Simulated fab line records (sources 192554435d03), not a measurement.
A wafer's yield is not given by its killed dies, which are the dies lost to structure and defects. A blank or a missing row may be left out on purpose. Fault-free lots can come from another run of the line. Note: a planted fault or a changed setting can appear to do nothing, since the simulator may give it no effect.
What tool caused it?	flow n5_finfet	22 lots with 66 wafers sampled at 6 steps, on a route of 1938 steps

## WHAT THE GAUGES READ, wafer by wafer
The record holds no reading of a measuring or inspecting step that can be judged against a usual standard deviation.

## WHICH TOOL RAN EACH LOT (tool, then ch and the chambers of the sampled wafers, then the start)
lot	N5_BEOL_M0_SAQP_PECVD_04	N5_BEOL_M0_SAQP_HM_DEP_111	N5_BEOL_M0_SAQP_DESCUM_19	N5_BEOL_M0_SAQP_HM_OPEN_112	N5_BEOL_M0_SAQP_STRIP_86	N5_BEOL_M0_SAQP_MANDREL_ETCH_103
L075	pecvd-03 ch 0,1,2, day 5 15:10	pecvd-04 ch 0,1,2, day 5 15:19	rie_diel-05 ch 0,1,2, day 5 15:50	rie_diel-05 ch 0,1,2, day 5 16:02	rie_diel-01 ch 0,1,3, day 5 16:20	rie_si-04 ch 0,1,3, day 5 18:02
L076	pecvd-02 ch 0,1, day 5 19:39	pecvd-03 ch 0,1,2, day 5 19:47	rie_diel-02 ch 0,3, day 5 20:19	rie_diel-02 ch 0,3, day 5 20:31	rie_diel-02 ch 0,2,3, day 5 20:43	rie_si-03 ch 0,2,3, day 5 22:05
L077	pecvd-03 ch 0,1,2, day 6 03:45	pecvd-04 ch 0,1, day 6 03:53	rie_diel-05 ch 0,1,2, day 6 05:18	rie_diel-05 ch 0,1,2, day 6 05:29	rie_diel-01 ch 0,1,3, day 6 05:40	rie_si-03 ch 0,2,3, day 6 07:02
L078	pecvd-03 ch 0,1,2, day 6 09:31	pecvd-04 ch 1,2, day 6 09:39	rie_diel-05 ch 0,2,3, day 6 10:13	rie_diel-05 ch 0,2,3, day 6 10:24	rie_diel-01 ch 1,2, day 6 10:35	rie_si-03 ch 0,2,3, day 6 12:01
L079	pecvd-03 ch 1,2, day 6 17:43	pecvd-04 ch 1,2, day 6 17:51	rie_diel-02 ch 1,3, day 6 18:39	rie_diel-02 ch 1,3, day 6 18:50	rie_diel-05 ch 0,2, day 6 19:01	rie_si-04 ch 2,3, day 6 20:31
L080	pecvd-02 ch 0,1,2, day 6 23:19	pecvd-02 ch 0,1,2, day 6 23:26	rie_diel-05 ch 0,1,3, day 6 23:59	rie_diel-05 ch 0,1,3, day 7 00:10	rie_diel-01 ch 0,2,3, day 7 00:21	rie_si-04 ch 0,2,3, day 7 01:43
L081	pecvd-02 ch 0,2, day 7 05:05	pecvd-03 ch 0,2, day 7 05:13	rie_diel-05 ch 0,3, day 7 05:45	rie_diel-05 ch 0,3, day 7 05:56	rie_diel-02 ch 0,3, day 7 06:07	rie_si-04 ch 0,1,2, day 7 07:29
L082	pecvd-04 ch 0,1,2, day 7 15:34	pecvd-03 ch 0,1, day 7 15:42	rie_diel-01 ch 1,2, day 7 16:16	rie_diel-01 ch 1,2, day 7 16:28	rie_diel-05 ch 0,1,3, day 7 16:39	rie_si-01 ch 1,3, day 7 18:01
L083	pecvd-03 ch 1,2, day 7 19:15	pecvd-04 ch 0,2, day 7 19:23	rie_diel-01 ch 0,1,2, day 7 19:55	rie_diel-01 ch 0,1,2, day 7 20:07	rie_diel-02 ch 0,1,2, day 7 20:17	rie_si-03 ch 1,3, day 7 22:30
L084	pecvd-02 ch 0,1,2, day 7 20:35	pecvd-03 ch 0,1, day 7 20:43	rie_diel-01 ch 2,3, day 7 21:15	rie_diel-01 ch 2,3, day 7 21:27	rie_diel-05 ch 0,1, day 7 21:40	rie_si-04 ch 0,1,2, day 7 23:10
L085	pecvd-04 ch 0,1,2, day 8 06:53	pecvd-02 ch 1,2, day 8 07:01	rie_diel-05 ch 2,3, day 8 07:33	rie_diel-05 ch 2,3, day 8 07:44	rie_diel-05 ch 0,1, day 8 07:58	rie_si-03 ch 1,3, day 8 11:17
L086	pecvd-02 ch 0,1,2, day 8 12:17	pecvd-04 ch 0,2, day 8 12:25	rie_diel-01 ch 0,1,2, day 8 12:57	rie_diel-01 ch 0,1,2, day 8 13:08	rie_diel-01 ch 0,3, day 8 13:28	rie_si-04 ch 0,2, day 8 17:07
L087	pecvd-04 ch 1,2, day 8 18:53	pecvd-02 ch 0,1,2, day 8 19:01	rie_diel-02 ch 0,1, day 8 19:34	rie_diel-02 ch 0,1, day 8 19:45	rie_diel-05 ch 1,2,3, day 8 19:57	rie_si-04 ch 0,2, day 8 21:33
L088	pecvd-04 ch 0,1,2, day 8 22:23	pecvd-03 ch 0,1, day 8 22:31	rie_diel-05 ch 0,2,3, day 8 23:19	rie_diel-05 ch 0,2,3, day 8 23:31	rie_diel-02 ch 1,2, day 8 23:47	rie_si-04 ch 0,1, day 9 01:09
L089	pecvd-04 ch 0,1,2, day 9 06:10	pecvd-04 ch 0,2, day 9 06:18	rie_diel-02 ch 0,1,2, day 9 06:50	rie_diel-02 ch 0,1,2, day 9 07:02	rie_diel-05 ch 0,1,2, day 9 07:13	rie_si-03 ch 1,2, day 9 08:51
L091	pecvd-03 ch 0,1, day 9 14:06	pecvd-02 ch 0,1,2, day 9 14:17	rie_diel-01 ch 2,3, day 9 15:00	rie_diel-01 ch 2,3, day 9 15:11	rie_diel-02 ch 2,3, day 9 15:25	rie_si-01 ch 1,2,3, day 9 16:50
L092	pecvd-02 ch 0,1,2, day 9 21:15	pecvd-02 ch 0,1,2, day 9 21:24	rie_diel-05 ch 0,2,3, day 9 21:49	rie_diel-05 ch 0,2,3, day 9 22:00	rie_diel-02 ch 0,2,3, day 9 22:11	rie_si-04 ch 0,2,3, day 9 23:35
L093	pecvd-03 ch 0,1, day 10 02:46	pecvd-04 ch 1,2, day 10 02:53	rie_diel-02 ch 0,2,3, day 10 03:43	rie_diel-02 ch 0,2,3, day 10 03:55	rie_diel-05 ch 0,1,3, day 10 04:06	rie_si-04 ch 0,3, day 10 05:33
L094	pecvd-04 ch 0,1,2, day 10 08:46	pecvd-02 ch 0,1,2, day 10 08:53	rie_diel-05 ch 1,2, day 10 09:18	rie_diel-05 ch 1,2, day 10 09:29	rie_diel-05 ch 1,2,3, day 10 09:41	rie_si-04 ch 1,3, day 10 11:05
L095	pecvd-04 ch 1,2, day 10 20:01	pecvd-04 ch 0,1,2, day 10 20:09	rie_diel-05 ch 0,1,2, day 10 20:41	rie_diel-05 ch 0,1,2, day 10 20:52	rie_diel-02 ch 0,2,3, day 10 21:03	rie_si-01 ch 0,1,2, day 10 22:26
L096	pecvd-03 ch 0,1, day 11 01:53	pecvd-02 ch 0,1,2, day 11 02:01	rie_diel-02 ch 0,1,2, day 11 02:25	rie_diel-02 ch 0,1,2, day 11 02:37	rie_diel-02 ch 0,1,2, day 11 02:47	rie_si-04 ch 1,2,3, day 11 04:10
L097	pecvd-03 ch 0,2, day 11 09:44	pecvd-03 ch 0,1,2, day 11 09:52	rie_diel-01 ch 0,2, day 11 10:16	rie_diel-01 ch 0,2, day 11 10:28	rie_diel-02 ch 0,1,3, day 11 10:39	rie_si-01 ch 0,2, day 11 12:01
- N5_BEOL_M0_SAQP_PECVD_04: deposits a-Si from SiH4/He, target thk 60 nm, time 60.2 s.
- N5_BEOL_M0_SAQP_HM_DEP_111: deposits SiO2 from SiH4/N2O, target thk 12 nm, time 7.2 s.
- N5_BEOL_M0_SAQP_DESCUM_19: chemistry O2, time 7.9 s.
- N5_BEOL_M0_SAQP_HM_OPEN_112: chemistry CHF3/O2, target SiO2, stops on a-Si, target depth 12 nm, time 13.5 s.
- N5_BEOL_M0_SAQP_STRIP_86: strips in N2/H2.
- N5_BEOL_M0_SAQP_MANDREL_ETCH_103: etches a-Si in HBr/Cl2, stops on SiCN, target depth 45 nm, bt time 10 s, time 27 s.

## AS READ BY THE TOOLS THEMSELVES (means over the sampled wafers that have a number; for cases with no such wafer, the mark the record gives instead)
N5_BEOL_M0_SAQP_PECVD_04. Usual: heater_power_w 648 W, standard deviation 76; showerhead_plenum_p_Torr 5.63 Torr, standard deviation 0.034; throttle_valve_pct 18.4 %, standard deviation 1.
lot	tool	heater_power_w (W)	showerhead_plenum_p_Torr (Torr)	throttle_valve_pct (%)	flag
L075	pecvd-03	606	5.61	18.9	
L076	pecvd-02	620	5.66	18.4	
L077	pecvd-03	606	5.61	18.8	
L078	pecvd-03	565	5.61	18.9	
L079	pecvd-03	603	5.61	18.1	
L080	pecvd-02	666	5.67	18.3	
L081	pecvd-02	702	5.66	18.3	
L082	pecvd-04	706	5.64	17.8	
L083	pecvd-03	554	5.62	18.2	
L084	pecvd-02	638	5.66	18.1	
L085	pecvd-04	692	5.64	17.7	
L086	pecvd-02	655	5.66	18.2	
L087	pecvd-04	719	5.60	17.5	
L088	pecvd-04	723	5.63	17.8	
L089	pecvd-04	719	5.63	17.8	
L091	pecvd-03	607	5.62	19.8	
L092	pecvd-02	677	5.67	18.3	
L093	pecvd-03	626	5.61	19.8	
L094	pecvd-04	689	5.63	17.9	
L095	pecvd-04	720	5.61	17.5	
L096	pecvd-03	582	5.63	19.8	
L097	pecvd-03	594	5.59	17.2	

N5_BEOL_M0_SAQP_HM_DEP_111. Usual: heater_power_w 830 W, standard deviation 110; showerhead_plenum_p_Torr 8.06 Torr, standard deviation 0.1.
lot	tool	heater_power_w (W)	showerhead_plenum_p_Torr (Torr)	flag
L075	pecvd-04	935	8.06	
L076	pecvd-03	774	8.00	
L077	pecvd-04	850	8.15	
L078	pecvd-04	900	8.00	
L079	pecvd-04	920	8.00	
L080	pecvd-02	824	8.14	
L081	pecvd-03	655	7.96	
L082	pecvd-03	749	8.00	
L083	pecvd-04	833	8.11	
L084	pecvd-03	792	8.00	
L085	pecvd-02	898	8.17	
L086	pecvd-04	861	8.11	
L087	pecvd-02	826	8.12	
L088	pecvd-03	676	8.02	
L089	pecvd-04	863	8.01	
L091	pecvd-02	804	8.13	
L092	pecvd-02	791	8.13	
L093	pecvd-04	936	8.01	
L094	pecvd-02	814	8.15	
L095	pecvd-04	912	8.05	
L096	pecvd-02	829	8.13	
L097	pecvd-03	715	7.97	

N5_BEOL_M0_SAQP_DESCUM_19. Usual: drypump_motor_current_A 5.9 A, standard deviation 0.31; oes_product_au 0.78 a.u., standard deviation 0.087; rf_vpp_V 243.6 V, standard deviation 1.1; showerhead_plenum_p_Torr 2.12 Torr, standard deviation 0.044; throttle_valve_pct 20.44 %, standard deviation 0.21.
lot	tool	drypump_motor_current_A (A)	oes_product_au (a.u.)	rf_vpp_V (V)	showerhead_plenum_p_Torr (Torr)	throttle_valve_pct (%)	flag
L075	rie_diel-05	5.8	0.90	242.3	2.13	20.30	
L076	rie_diel-02	5.5	0.81	243.2	2.11	20.24	
L077	rie_diel-05	5.8	0.88	243.0	2.13	20.30	
L078	rie_diel-05	5.9	0.82	243.3	2.15	20.44	
L079	rie_diel-02	5.9	0.75	243.4	2.09	20.31	
L080	rie_diel-05	6.0	0.83	243.5	2.15	20.34	
L081	rie_diel-05	6.0	0.77	244.2	2.16	20.49	
L082	rie_diel-01	5.6	0.69	243.4	2.13	20.62	
L083	rie_diel-01	5.9	0.68	243.3	2.12	20.48	
L084	rie_diel-01	5.6	0.72	244.1	2.11	20.72	
L085	rie_diel-05	5.7	0.79	244.1	2.14	20.41	
L086	rie_diel-01	5.9	0.68	243.7	2.12	20.49	
L087	rie_diel-02	5.7	0.79	243.9	2.10	20.43	
L088	rie_diel-05	5.9	0.79	244.2	2.14	20.47	
L089	rie_diel-02	6.1	0.83	243.2	2.11	20.48	
L091	rie_diel-01	5.7	0.75	242.9	2.06	20.69	
L092	rie_diel-05	5.9	0.78	243.8	2.14	20.47	
L093	rie_diel-02	5.8	0.82	244.0	2.11	20.32	
L094	rie_diel-05	5.7	0.84	243.7	2.12	20.16	
L095	rie_diel-05	5.8	0.83	244.5	2.12	20.35	
L096	rie_diel-02	6.0	0.81	242.4	2.10	20.50	
L097	rie_diel-01	6.1	0.85	245.0	2.14	20.26	

N5_BEOL_M0_SAQP_HM_OPEN_112. Usual: CHF3_flow_sccm 49.99 sccm, standard deviation 0.17; drypump_motor_current_A 5.9 A, standard deviation 0.31; oes_ar_750_au 0.78 a.u., standard deviation 0.083; oes_product_au 0.51 a.u., standard deviation 0.054; rf_vpp_V 525 V, standard deviation 4.6; showerhead_plenum_p_Torr 2.43 Torr, standard deviation 0.045; throttle_valve_pct 18.84 %, standard deviation 0.2.
lot	tool	CHF3_flow_sccm (sccm)	drypump_motor_current_A (A)	oes_ar_750_au (a.u.)	oes_product_au (a.u.)	rf_vpp_V (V)	showerhead_plenum_p_Torr (Torr)	throttle_valve_pct (%)	flag
L075	rie_diel-05	50.12	5.8	0.89	0.58	525	2.46	18.67	
L076	rie_diel-02	49.98	5.5	0.81	0.52	522	2.44	18.70	
L077	rie_diel-05	50.08	5.8	0.88	0.58	525	2.45	18.67	
L078	rie_diel-05	50.10	5.9	0.82	0.54	526	2.46	18.81	
L079	rie_diel-02	49.88	5.8	0.75	0.49	526	2.42	18.75	
L080	rie_diel-05	49.93	6.0	0.84	0.55	523	2.47	18.73	
L081	rie_diel-05	50.08	6.0	0.77	0.50	525	2.48	18.87	
L082	rie_diel-01	49.87	5.6	0.69	0.45	529	2.45	19.00	
L083	rie_diel-01	49.99	5.9	0.69	0.45	528	2.44	18.89	
L084	rie_diel-01	50.29	5.6	0.73	0.48	532	2.43	19.08	
L085	rie_diel-05	49.98	5.7	0.78	0.51	529	2.45	18.74	
L086	rie_diel-01	49.93	5.9	0.69	0.46	528	2.44	18.90	
L087	rie_diel-02	50.18	5.7	0.78	0.50	520	2.43	18.90	
L088	rie_diel-05	50.18	5.9	0.80	0.53	526	2.46	18.83	
L089	rie_diel-02	49.97	6.0	0.82	0.54	523	2.43	18.93	
L091	rie_diel-01	49.96	5.7	0.75	0.49	528	2.37	19.08	
L092	rie_diel-05	49.95	5.9	0.79	0.51	526	2.45	18.84	
L093	rie_diel-02	49.90	5.8	0.82	0.53	523	2.43	18.77	
L094	rie_diel-05	49.96	5.7	0.85	0.56	524	2.44	18.58	
L095	rie_diel-05	49.97	5.8	0.84	0.55	525	2.44	18.73	
L096	rie_diel-02	49.91	6.0	0.80	0.52	522	2.43	18.94	
L097	rie_diel-01	49.85	6.0	0.85	0.55	530	2.46	18.62	

N5_BEOL_M0_SAQP_STRIP_86. Usual: drypump_motor_current_A 5.9 A, standard deviation 0.33; oes_product_au 0.78 a.u., standard deviation 0.085; rf_vpp_V 121.9 V, standard deviation 1.4; showerhead_plenum_p_Torr 3.39 Torr, standard deviation 0.058; throttle_valve_pct 18.9 %, standard deviation 0.34.
lot	tool	drypump_motor_current_A (A)	oes_product_au (a.u.)	rf_vpp_V (V)	showerhead_plenum_p_Torr (Torr)	throttle_valve_pct (%)	flag
L075	rie_diel-01	6.0	0.72	121.4	3.35	18.9	
L076	rie_diel-02	5.8	0.76	121.7	3.41	18.8	
L077	rie_diel-01	6.0	0.73	120.9	3.34	18.9	
L078	rie_diel-01	5.8	0.70	123.6	3.38	18.9	
L079	rie_diel-05	5.7	0.86	122.1	3.42	18.8	
L080	rie_diel-01	5.9	0.72	120.6	3.39	19.1	
L081	rie_diel-02	5.5	0.80	121.4	3.40	18.8	
L082	rie_diel-05	6.0	0.83	121.4	3.43	18.8	
L083	rie_diel-02	6.0	0.85	123.0	3.40	19.0	
L084	rie_diel-05	6.0	0.89	121.4	3.42	18.8	
L085	rie_diel-05	6.1	0.87	121.6	3.42	18.8	
L086	rie_diel-01	6.0	0.75	120.5	3.31	19.1	
L087	rie_diel-05	5.8	0.80	123.3	3.43	18.7	
L088	rie_diel-02	6.4	0.82	122.5	3.38	19.2	
L089	rie_diel-05	5.8	0.85	122.1	3.41	18.7	
L091	rie_diel-02	6.1	0.88	121.5	3.40	18.7	
L092	rie_diel-02	5.8	0.82	124.0	3.39	18.8	
L093	rie_diel-05	6.0	0.81	121.2	3.42	18.8	
L094	rie_diel-05	5.8	0.79	122.5	3.42	18.7	
L095	rie_diel-02	5.8	0.81	122.1	3.39	18.8	
L096	rie_diel-02	6.0	0.81	121.3	3.38	19.0	
L097	rie_diel-02	5.8	0.75	121.9	3.36	19.1	

N5_BEOL_M0_SAQP_MANDREL_ETCH_103. Usual: drypump_motor_current_A 5.8 A, standard deviation 0.46; oes_product_au 0.685 a.u., standard deviation 0.011; throttle_valve_pct 35.46 %, standard deviation 0.27.
lot	tool	drypump_motor_current_A (A)	oes_product_au (a.u.)	throttle_valve_pct (%)	flag
L075	rie_si-04	6.1	0.682	35.41	
L076	rie_si-03	5.7	0.689	35.34	
L077	rie_si-03	5.8	0.690	35.35	
L078	rie_si-03	5.7	0.692	35.34	
L079	rie_si-04	5.5	0.679	35.55	
L080	rie_si-04	5.7	0.678	35.46	
L081	rie_si-04	5.9	0.680	35.46	
L082	rie_si-01	5.4	0.701	35.30	
L083	rie_si-03	5.8	0.688	35.33	
L084	rie_si-04	5.9	0.683	35.44	
L085	rie_si-03	5.8	0.691	35.32	
L086	rie_si-04	5.7	0.681	35.43	
L087	rie_si-04	5.7	0.674	35.45	
L088	rie_si-04	6.3	0.683	35.42	
L089	rie_si-03	5.3	0.686	35.29	
L091	rie_si-01	5.6	0.693	35.58	
L092	rie_si-04	5.7	0.671	35.47	
L093	rie_si-04	5.9	0.680	35.42	
L094	rie_si-04	6.3	0.686	35.46	
L095	rie_si-01	5.9	0.689	35.71	
L096	rie_si-04	5.8	0.670	35.52	
L097	rie_si-01	5.6	0.698	35.84	

## THE ANSWER, worked out from the rows above alone
Rule: take the mean of a lot's wafers that have a number; if it is more than 3 standard deviations from the usual mean, the lot is off. A lot without any number at a reading at which 4 lots or more have one is off too. All remaining lots with rows at the step are treated as sound. After the gauges, taken in route order, come the tools' own readings; for these a lot's mean is taken, as printed above. The first step at which some lot is off is used, and at that step the reading that is off furthest; a lot without a number counts as furthest.
No lot is off on any of the readings shown, so nothing can be concluded from this.

## WHAT THE SIMULATOR HAD PUT IN
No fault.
